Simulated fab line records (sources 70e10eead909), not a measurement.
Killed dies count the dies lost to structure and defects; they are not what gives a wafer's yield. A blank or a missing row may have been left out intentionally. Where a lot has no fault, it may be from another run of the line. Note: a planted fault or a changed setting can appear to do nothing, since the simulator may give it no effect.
Matching of chambers | flow nand-harc | NHARC_A_CONTACT_DESCUM_74 on rie-diel-12 has 4 sister chambers
The step chemistry O2, time 3 s. 4 wafers are shown with their chamber, then 11 later ones without.

## WAFERS WITH THEIR CHAMBER
wafer  | chamber | drypump-motor-current-A (A)
L083.5 | 1       | 6.0
L086.5 | 2       | 5.4
L086.6 | 0       | 6.7
L090.1 | 3       | 6.3

## WAFERS WHOSE CHAMBER IS MISSING
wafer  | drypump-motor-current-A (A)
L090.3 | 6.7
L090.5 | 5.4
L094.1 | 6.0
L094.3 | 5.4
L094.6 | 6.6
L093.3 | 6.3
L093.4 | 6.6
L093.6 | 6.0
L096.1 | 6.3
L096.2 | 6.0
L096.5 | 5.4

## EACH ONE'S CHAMBER
wafer  | from the rows above | in truth
L090.3 | 0                   | 0
L090.5 | 2                   | 2
L094.1 | 1                   | 1
L094.3 | 2                   | 2
L094.6 | 0                   | 0
L093.3 | 3                   | 3
L093.4 | 0                   | 0
L093.6 | 1                   | 1
L096.1 | 3                   | 3
L096.2 | 1                   | 1
L096.5 | 2                   | 2
Placed correctly: 11 of 11. Not placeable from these rows: 0. Number placed wrongly: 0.
How it was worked out, from the rows above alone: a wafer's distance from a chamber is the root of the sum, over the readings, of the square of ((its reading less the chamber's mean) divided by the reading's scatter). If the next closest chamber is less than 2 further off than the closest, the wafer can't be placed; otherwise it belongs to the closest. Each chamber's mean is taken over the wafers shown for it. The scatter (one wafer shown for each chamber): square how far every hidden wafer sits from the nearest shown wafer, average those squares and take the square root.
